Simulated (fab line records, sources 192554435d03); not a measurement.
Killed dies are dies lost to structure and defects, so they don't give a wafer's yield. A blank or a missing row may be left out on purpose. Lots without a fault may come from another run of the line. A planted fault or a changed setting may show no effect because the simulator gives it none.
fab line records | flow n5_finfet
record lots=10 wafers=30 last_day=21
route steps=1938 shown BEOL_M6@1230 BEOL_M7@1263
lots that met no fault: from a run of the same line without faults
start_h: hours from the record's first day to the start of the lot's first wafer shown | wait_h: hours since the lot's step before | " the same as in the row above | L1.1+2: a row that stands for several wafers | - no value, or no start given | * or withheld: withheld | < > ~ a bound
route shown NAME@n: a module of which the file shows steps, and the number in the route of the first | usual: mean/standard deviation of fault-free wafers | same: alike in all rows | chamber/n: place in a boat | sites: the reading at each site | _std_site: their standard deviation | _edge_site: outer sites' mean less inner sites' | radius_mm: how far each site lies from the wafer's centre | mask NAME#n: copy n | behind: the tool/chamber that last shaped the wafer | hold: why the lot was held/for how many hours/how that ended | device: the transistor (n, p or np) that didn't switch | end of line: the same wafers' tests at the end of the route | a step without rows: its recipe alone | killed: dies lost to structure and defects at the first sort, not the wafer's yield | map: a wafer's dies, x killed, . not, _ none there
set.NAME: the setting as run; set.NAME@STEP: as run at that earlier step | model.NAME: the simulator's own value behind a step, which no gauge read
steps of the route over a sample of lots; a table a step, a row a wafer
services: from which hour (start_h, from the record's first day; less than 0 if before it) a tool's chamber was out of use, for how many hours, and why
## steps
# step N5_BEOL_M6_DESCUM_33
# recipe chemistry=O2 time_s=7 source_power_w=50 bias_power_w=20 pressure_mtorr=20 rf_frequency_hz=2.712e+07 temp_c=40 resist=CAR-EUV o2_flow_sccm=225
# usual drypump_motor_current_A=5.68/0.2 oes_product_au=0.79/0.076 rf_fwd_power_W=49.43/0.21 rf_vpp_V=242.9/1.3 showerhead_plenum_p_Torr=2.07/0.063 throttle_valve_pct=20.46/0.29
# columns lot.wafer tool chamber start_h wait_h drypump_motor_current_A oes_product_au rf_fwd_power_W rf_hours_counter_h rf_vpp_V showerhead_plenum_p_Torr throttle_valve_pct
L251.3 rie_diel-03 0 305.31 0.0 5.53 0.68 49.22 248 242.8 2.07 20.65
L251.4 " 2 " " 5.96 0.70 49.25 216 244.7 2.14 20.47
L251.6 " 3 " " 5.64 0.77 49.53 - 242.8 1.96 20.15
L248.4 rie_diel-03 0 307.14 0.0 5.50 0.66 49.32 249 243.1 2.07 20.66
L248.5 " 0 " " 5.51 0.67 49.44 - 242.3 2.07 20.65
L248.6 " 1 " " 5.79 0.74 49.32 - 241.7 2.01 20.78
L255.2 rie_diel-01 3 316.06 0.0 5.87 0.88 49.79 33 243.4 2.02 19.91
L255.3 " 1 " " 5.56 0.78 49.50 116 243.8 2.16 20.36
L255.4 " 0 " " 5.78 0.79 49.36 137 242.2 2.00 20.35
L250.3 rie_diel-04 3 327.69 0.0 5.24 0.70 49.31 213 243.5 2.17 20.94
L250.5 " 1 " " 5.91 0.87 49.23 - 242.1 2.05 20.27
L250.6 " 0 " " 5.84 0.85 49.10 - 242.9 2.05 20.66
L253.1 rie_diel-01 0 330.50 0.0 5.70 0.78 49.09 142 241.4 2.00 20.35
L253.4 " 2 " " 5.62 0.71 49.67 215 242.0 2.06 20.88
L253.5 " 2 " " 5.64 0.72 49.27 - 242.6 2.07 20.86
L252.2 rie_diel-01 3 333.21 0.0 5.85 0.87 49.73 39 242.5 2.02 19.90
L252.3 " 2 " " 5.64 0.70 49.83 216 243.0 2.06 20.88
L252.6 " 3 " " 5.85 0.87 49.67 - 243.3 2.02 19.90
L259.3 rie_diel-01 2 350.96 0.0 5.64 0.69 49.53 222 242.7 2.06 20.87
L259.4 " 3 " " 5.88 0.86 49.94 45 241.9 2.02 19.92
L259.6 " 0 " " 5.78 0.77 49.23 - 242.1 1.99 20.37
L263.2 rie_diel-03 1 383.81 0.1 5.77 0.71 49.25 193 242.1 2.00 20.82
L263.3 " 2 " " 5.97 0.67 49.16 248 243.4 2.13 20.53
L263.4 " 0 " " 5.53 0.91 49.31 17 243.9 2.06 20.23
L265.1 rie_diel-01 2 387.78 0.0 5.64 0.69 49.65 233 243.5 2.06 20.90
L265.2 " 1 " " 5.53 0.77 49.47 140 245.0 2.15 20.39
L265.5 " 1 " " 5.53 0.77 49.63 - 244.6 2.15 20.41
L266.4 rie_diel-03 0 417.56 0.0 5.54 0.88 49.09 31 243.6 2.06 20.24
L266.5 " 0 " " 5.53 0.88 49.22 - 242.2 2.06 20.25
L266.6 " 3 " " 5.64 0.72 49.21 - 239.0 1.95 20.22
# step N5_BEOL_M7_ILD_DEP_00
# recipe material=SiCOH_lowk target_thk_a=1797.5 temp_c=300 precursor=DEMS/porogen pressure_torr=5 rf_w=500 time_s=33.4
# usual heater_power_w=313/42 rf_fwd_power_W=494.9/1.9 showerhead_plenum_p_Torr=5.736/0.014 throttle_valve_pct=13.7/0.72
# columns lot.wafer tool chamber start_h wait_h heater_power_w rf_fwd_power_W showerhead_plenum_p_Torr throttle_valve_pct
L251.3 pecvd-01 1 308.85 0.0 311 496.1 5.739 12.7
L251.4 " 0 " " 301 493.7 5.722 15.0
L251.6 " 2 " " 331 493.4 5.751 13.3
L248.4 pecvd-02 1 310.69 0.1 298 494.4 5.753 14.2
L248.5 " 0 " " 254 495.2 5.725 13.1
L248.6 " 2 " " 336 498.0 5.716 13.2
L255.2 pecvd-02 1 319.02 0.0 352 497.1 5.751 14.2
L255.3 " 0 " " 231 496.0 5.748 13.2
L255.4 " 1 " " 359 494.6 5.750 14.2
L250.3 pecvd-01 0 330.72 0.0 291 491.9 5.730 14.8
L250.5 " 1 " " 327 493.1 5.744 13.1
L250.6 " 0 " " 291 493.2 5.729 15.1
L253.1 pecvd-01 2 335.26 0.0 322 495.0 5.743 13.6
L253.4 " 0 " " 278 493.2 5.722 15.3
L253.5 " 1 " " 318 496.0 5.750 12.8
L252.2 pecvd-01 0 336.07 0.0 290 492.5 5.738 14.7
L252.3 " 1 " " 333 494.4 5.748 12.7
L252.6 " 2 " " 289 496.0 5.726 13.2
L259.3 pecvd-02 0 361.99 0.0 283 495.5 5.732 13.1
L259.4 " 1 " " 352 493.2 5.758 14.4
L259.6 " 2 " " 354 495.5 5.728 13.1
L263.2 pecvd-03 2 386.96 0.0 328 490.4 5.728 13.3
L263.3 " 0 " " 258 495.0 5.762 14.9
L263.4 " 0 " " 264 494.8 5.753 15.0
L265.1 pecvd-02 2 391.42 0.0 377 496.7 5.719 12.8
L265.2 " 0 " " 267 493.9 5.753 13.6
L265.5 " 0 " " 277 496.4 5.738 13.2
L266.4 pecvd-03 0 420.46 0.1 300 493.0 5.747 15.0
L266.5 " 1 " " 295 496.5 5.723 14.3
L266.6 " 2 " " 329 492.4 5.726 13.6
# step N5_BEOL_M7_THK_MEAS_01
# recipe reads=SiCOH_lowk_of_BEOL_M7_ILD_DEP_00
# usual M7_ILD_THK=155.2/2.2
# columns lot.wafer tool chamber start_h wait_h M7_ILD_THK[nm]
L251.3 film_metro-01 - 309.43 0.3 153.5
L251.4 " - " " 155.5
L251.6 " - " " 154.2
L248.4 film_metro-01 - 311.72 0.4 156.4
L248.5 " - " " 158.0
L248.6 " - " " 157.4
L255.2 film_metro-01 - 320.07 0.7 153.3
L255.3 " - " " 157.5
L255.4 " - " " 153.7
L250.3 film_metro-02 - 331.29 0.3 150.7
L250.5 " - " " 155.3
L250.6 " - " " 154.0
L253.1 film_metro-01 - 336.31 0.8 164.0
L253.4 " - " " 153.0
L253.5 " - " " 166.1
L252.2 film_metro-02 - 336.65 0.4 153.0
L252.3 " - " " 164.1
L252.6 " - " " 157.3
L259.3 film_metro-02 - 365.83 0.3 155.2
L259.4 " - " " 154.3
L259.6 " - " " 156.6
L263.2 film_metro-01 - 388.02 0.7 151.1
L263.3 " - " " 154.1
L263.4 " - " " 155.8
L265.1 film_metro-01 - 392.01 0.4 153.1
L265.2 " - " " 155.8
L265.5 " - " " 156.2
L266.4 film_metro-02 - 421.02 0.2 158.7
L266.5 " - " " 155.4
L266.6 " - " " 155.1
# step N5_BEOL_M7_PECVD_70
# recipe material=SiO2 target_thk_a=200 temp_c=400 precursor=TEOS/O2 pressure_torr=5.5 rf_w=450 teos_flow_sccm=53.8 gas=O2 flow_sccm=3000 time_s=22.7
# usual heater_power_w=726/75 rf_fwd_power_W=443.9/2.3 showerhead_plenum_p_Torr=8.77/0.061 throttle_valve_pct=22.3/1.2
# columns lot.wafer tool chamber start_h wait_h heater_power_w rf_fwd_power_W showerhead_plenum_p_Torr throttle_valve_pct
L251.3 pecvd-03 1 309.46 0.0 745 445.1 8.71 22.8
L251.4 " 0 " " 626 442.6 8.88 23.8
L251.6 " 2 " " 749 437.1 8.72 21.1
L248.4 pecvd-01 1 311.78 0.1 715 443.5 8.83 20.8
L248.5 " 2 " " 653 445.5 8.80 21.2
L248.6 " 0 " " 664 443.7 8.74 24.0
L255.2 pecvd-03 0 320.11 0.0 591 444.3 8.85 24.0
L255.3 " 2 " " 813 438.9 8.72 21.3
L255.4 " 2 " " 805 440.3 8.72 21.3
L250.3 pecvd-01 2 331.33 0.0 761 443.9 8.77 21.6
L250.5 " 1 " " 662 445.1 8.85 20.7
L250.6 " 2 " " 733 443.9 8.77 21.6
L253.1 pecvd-02 1 336.35 0.0 837 444.6 8.82 23.0
L253.4 " 0 " " 657 443.5 8.78 21.5
L253.5 " 2 " " 874 446.0 8.71 20.9
L252.2 pecvd-03 2 336.68 0.0 814 441.6 8.73 21.4
L252.3 " 1 " " 762 443.4 8.72 22.7
L252.6 " 2 " " 832 439.0 8.74 21.5
L259.3 pecvd-02 2 365.87 0.0 781 446.1 8.71 20.9
L259.4 " 2 " " 770 446.7 8.71 21.0
L259.6 " 0 " " 633 448.0 8.76 21.2
L263.2 pecvd-03 0 388.05 0.0 695 443.3 8.85 23.8
L263.3 " 2 " " 771 442.0 8.71 21.6
L263.4 " 2 " " 750 440.1 8.74 21.3
L265.1 pecvd-03 1 392.05 0.0 675 446.3 8.71 22.7
L265.2 " 0 " " 696 445.2 8.87 24.1
L265.5 " 1 " " 682 444.6 8.71 22.9
L266.4 pecvd-02 0 421.08 0.1 611 447.7 8.76 21.4
L266.5 " 2 " " 744 446.6 8.72 21.3
L266.6 " 1 " " 679 442.6 8.81 21.3
# step N5_BEOL_M7_INSPECT_13
# recipe mode=adi inspect_instrument=brightfield
# usual raw_defect_count=393/81
# columns lot.wafer tool chamber start_h wait_h raw_defect_count
L251.3 defect_inspect-01 - 310.55 0.0 442
L251.4 " - " " 392
L251.6 " - " " 540
L248.4 defect_inspect-02 - 313.76 0.0 386
L248.5 " - " " 352
L248.6 " - " " 430
L255.2 defect_inspect-01 - 321.47 0.0 581
L255.3 " - " " 314
L255.4 " - " " 293
L250.3 defect_inspect-02 - 334.14 0.0 371
L250.5 " - " " 418
L250.6 " - " " 437
L253.1 defect_inspect-02 - 337.97 0.0 352
L253.4 " - " " 264
L253.5 " - " " 305
L252.2 defect_inspect-02 - 338.14 0.0 515
L252.3 " - " " 386
L252.6 " - " " 481
L259.3 defect_inspect-01 - 368.78 0.0 510
L259.4 " - " " 345
L259.6 " - " " 383
L263.2 defect_inspect-01 - 389.48 0.0 430
L263.3 " - " " 340
L263.4 " - " " 488
L265.1 defect_inspect-01 - 393.20 0.0 412
L265.2 " - " " 370
L265.5 " - " " 357
L266.4 defect_inspect-01 - 424.33 0.0 437
L266.5 " - " " 366
L266.6 " - " " 449
## services
# columns tool chamber start_h hours kind
pecvd-03 - 281.93 0.7 repair
rie_diel-03 3 289.92 5.3 repair
rie_diel-04 0 298.90 4.3 repair
rie_diel-03 0 309.46 - clean
rie_diel-03 0 309.46 - consumable_replace:focus_ring
rie_diel-03 0 309.46 30.7 scheduled_down
rie_diel-03 0 309.46 30.7 vent_cycle
rie_diel-04 2 332.82 4.0 repair
pecvd-01 1 332.90 2.1 scheduled_down
pecvd-03 1 352.44 2.7 repair
pecvd-03 2 366.94 2.1 scheduled_down
pecvd-02 1 383.62 - clean
pecvd-02 1 383.62 - consumable_replace:showerhead
pecvd-02 1 383.62 29.0 scheduled_down
pecvd-02 1 383.62 29.0 vent_cycle
rie_diel-03 2 390.73 - clean
rie_diel-03 2 390.73 - consumable_replace:focus_ring
rie_diel-03 2 390.73 25.9 scheduled_down
pecvd-03 2 391.13 5.5 scheduled_down
pecvd-02 2 391.50 18.6 repair
rie_diel-01 0 394.03 3.4 repair
rie_diel-04 3 403.00 26.1 repair
rie_diel-01 1 409.37 8.5 repair
rie_diel-03 1 417.77 8.0 repair
## key
first_sign step=N5_BEOL_M7_THK_MEAS_01 reading=M7_ILD_THK direction=up sigmas=4.2 usual=155.2 struck=164.7
effect none on later readings
met_at N5_BEOL_M7_ILD_DEP_00
struck_lots L252,L253
struck_wafers L252.3,L253.1,L253.5
not_acting_at N5_BEOL_M6_DESCUM_33,N5_BEOL_M7_PECVD_70,N5_BEOL_M7_INSPECT_13
onset_between 330.72 335.26
fault kind=process_parameter_drift tool=pecvd-01 chamber=- onset_h=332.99 steps=N5_BEOL_M7_ILD_DEP_00 channel=time_s offset=* shape=step end_h=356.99 scope=struck_wafers_only acts_in=* stated=*
